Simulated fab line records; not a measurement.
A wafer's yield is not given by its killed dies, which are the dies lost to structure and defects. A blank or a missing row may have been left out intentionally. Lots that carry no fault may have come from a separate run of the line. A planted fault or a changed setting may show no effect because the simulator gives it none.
A lot that was struck, set against a sound lot :: flow n5-finfet :: 42 out of 1938 route steps
Sound: wafers L747.2, L747.3, L747.6. Struck: wafers L741.3, L741.5, L741.6. Last of all comes the cause.
Each step with rows lists, per side, the tool, then ch with its chambers, then its first start. Under that, the readings that differ: sound wafers :: struck wafers :: difference of the means :: sigmas: that difference in standard deviations of wafers without a fault.
alike: words and numbers the same on both sides, and readings whose means are apart by under 2 such deviations; not compared: readings that were withheld, readings missing a value for some wafer, numbers with overlapping values and no deviation given by the record, and bounds like >300 which may hide the same value.
Wherever a step has rows on one side only, a row that says differs or no value, or a row with sigmas, the two part there. When numbers do not overlap yet have no deviation, they are printed without sigmas and do not part them. A reading missing from all wafers of one side parts the sides only when that side holds two or more wafers.

first, 1 step without rows for these wafers: N5_MOL_CONTACT_COAG_ETCH_59 (etches underlayer in N2/H2, target depth 13 nm, time 10.4 s).
N5_MOL_CONTACT_COAG_ETCH_105: etches SiARC in CF4, target depth 15.6 nm, time 26 s.
  sound on rie-diel-01 ch 1,3, day 9 00:03; struck on rie-diel-05 ch 2,3, day 7 10:11
  alike: drypump-motor-current-A, etch-rf-on-time-s, oes-product-au, rf-vpp-V, showerhead-plenum-p-Torr, throttle-valve-pct
  not compared: rf-hours-counter-h
then, 8 steps without rows for these wafers: N5_MOL_CONTACT_COAG_ETCH_106 (etches SOC in N2/H2, target depth 80 nm, overetch 16 nm, time 120 s); N5_MOL_CONTACT_COAG_STRIP_107 (strips in N2/H2); N5_MOL_CONTACT_COAG_STRIP_108 (strips in N2/H2); N5_MOL_CONTACT_COAG_CONTACT_ETCH_14 (etches SiO2 in C4F6/O2, target depth 27.5 nm, overetch 8.5 nm, time 20 s); N5_MOL_CONTACT_COAG_STRIP_109 (strips in C4F6/O2); N5_MOL_CONTACT_COAG_ETCH_15 (etches SiNx in CH3F/O2, stops on Si:P, target depth 7 nm); N5_MOL_CONTACT_COAG_ETCH_110 (etches Si in CF4/O2, target depth 2.5 nm, time 8 s); N5_MOL_CONTACT_COAG_STRIP_98 (strips in N2/H2).
N5_MOL_CONTACT_COAG_CD_MEAS_99: the cd target is 17.2 nm.
  sound on cd-sem-02 at day 9 00:23; struck on cd-sem-01 at day 7 10:32
  alike: cd-nm
after that, 1 step had no rows for these wafers: N5_MOL_CONTACT_COAG_IMPLANT_129.
N5_MOL_CONTACT_COAG_PRECLEAN_111: cleans in NF3:NH3, afs cycles 1, time 20 s, sublimation time 60 s.
  sound on remote-plasma-01 ch 1, day 9 00:40; struck on remote-plasma-02 ch 1, day 7 10:50
reading: time-s (s)
sound: 20 20 20
struck: 13.414 13.414 13.414
difference: -6.586
sigmas: 

reading: model.SiNx_of_SPACER0_ALD_07.thk-nm (nm)
sound: 1 1 1
struck: 1.4 1.4 1.4
difference: +0.4
sigmas: 
  alike: temp-c
then, 2 steps without rows for these wafers: N5_MOL_CONTACT_COAG_TI_SIL_19 (material Ti, target thk 4.2 nm, time 15 s); N5_MOL_CONTACT_COAG_ALD_20 (deposits TiN, target thk 1.5 nm, pulse time 1 s, purge time 3 s).
N5_MOL_CONTACT_COAG_SIL_ANNEAL_21: time 60 s.
  sound on rtp-anneal-01 ch 0, day 9 01:46; struck on rtp-anneal-01 ch 0, day 7 11:36
  alike: lamp-power-pct, lamp_zone_2_pct, wafer_temp_C_max
then, 4 steps without rows for these wafers: N5_MOL_CONTACT_COAG_PRE_CLEAN_141 (time 60 s); N5_MOL_CONTACT_COAG_SPUTTER_143 (material Co, target thk 2.5 nm); N5_MOL_CONTACT_COAG_CO_FILL_22 (material Co, precursor CCTBA/H2, target thk 20 nm); N5_MOL_CONTACT_COAG_ANNEAL_113 (time 300 s).
N5_MOL_CONTACT_COAG_PRE_CLEAN_142: time 60 s.
  sound on pvd-sputter-03 at day 9 05:53; struck on pvd-sputter-02 at day 7 15:52
  alike: heater-power-w
then, 3 steps without rows for these wafers: N5_MOL_CONTACT_COAG_SPUTTER_130 (material Co, target thk 47.5 nm); N5_MOL_CONTACT_COAG_PRECLEAN_125 (cleans in DIW, time 57.5 s); N5_MOL_CONTACT_COAG_SRD_126 (dry time 32 s).
N5_MOL_CONTACT_COAG_CMP_23: polishes, stops on SiO2, t overpolish 1.5 s, target thk 0 nm.
  sound on cmp-03 ch 2,3, day 9 06:07; struck on cmp-04 ch 0,3, day 7 16:09
  alike: motor-current-A, slurry-flow-ml-min
N5_MOL_CONTACT_COAG_WET_ETCH_26: target Co, target depth 13 nm.
  sound on wet-bench-05 ch 4,5,6, day 9 06:28; struck on wet-bench-04 ch 1,4,6, day 7 16:28
reading: model.SiNx_of_GATE_CUT_SAC_CAP_01.thk-nm (nm)
sound: 18.2 18.2 18.2
struck: 18.4 18.6 18.4
difference: +0.3
sigmas: 
then, 3 steps without rows for these wafers: N5_MOL_CONTACT_COAG_WET_ETCH_116 (etches the open film in SC1-inhibited, target depth 4.6 nm, rinse time 30 s); N5_MOL_CONTACT_COAG_ALD_27 (deposits SiOC, target thk 17 nm, pulse time 1.5 s, time 2720 s); N5_MOL_CONTACT_COAG_CMP_28 (polishes, stops on SiNx, t overpolish 0.85 s, target thk 14.522 nm).
N5_MOL_CONTACT_COAG_THK_MEAS_29:
  sound on film-metro-01 at day 9 08:49; struck on film-metro-01 at day 7 18:49
  alike: MD_CAP_THK
N5_MOL_CONTACT_COAG_ALD_123: deposits SiNx, target thk 5 nm, pulse time 1 s, purge time 2 s.
  sound on ald-sin-04 ch 0,1,2, day 9 08:50; struck on ald-sin-03 ch 0,1,3, day 7 18:50
  alike: heater-power-w, precursor-pulse-height-rel
then, 9 steps without rows for these wafers: N5_MOL_CONTACT_COAG_PECVD_31 (deposits SiO2 from TEOS/O2, target thk 46 nm, time 8.9 s); N5_MOL_CONTACT_COAG_COAT_75 (time 60 s, resist thk 60 nm); N5_MOL_CONTACT_COAG_COAT_76 (time 60 s, resist thk 10 nm); N5_MOL_CONTACT_COAG_COAT_77 (time 60 s, resist thk 10 nm); N5_MOL_CONTACT_COAG_COAT_78 (resist thk 40 nm); N5_MOL_CONTACT_COAG_EBR_80; N5_MOL_CONTACT_COAG_SOFTBAKE_79 (time 60 s); N5_MOL_CONTACT_COAG_EXPOSE_81 (exposes mask VG, defocus 0 nm); N5_MOL_CONTACT_COAG_PEB_82 (peb time 60 s).
N5_MOL_CONTACT_COAG_ETCH_47: etches SiNx in CH3F/O2, stops on W, target depth 27 nm.
  sound on rie-diel-01 ch 0,2, day 9 10:37; struck on rie-diel-01 ch 0,1,2, day 7 21:05
reading: model.etch.depth-nm (nm)
sound: 17.88 17.85 17.95
struck: 18.15 18.21 18.04
difference: +0.24
sigmas: 
  alike: drypump-motor-current-A, etch-rf-on-time-s, oes-product-au, rf-vpp-V, showerhead-plenum-p-Torr, throttle-valve-pct
  not compared: rf-hours-counter-h
after that, 1 step had no rows for these wafers: N5_PASSIVATION_PROBE_49.

== WHERE THEY PART ==
Nowhere in this record.

WHY: what had been put in by the simulator
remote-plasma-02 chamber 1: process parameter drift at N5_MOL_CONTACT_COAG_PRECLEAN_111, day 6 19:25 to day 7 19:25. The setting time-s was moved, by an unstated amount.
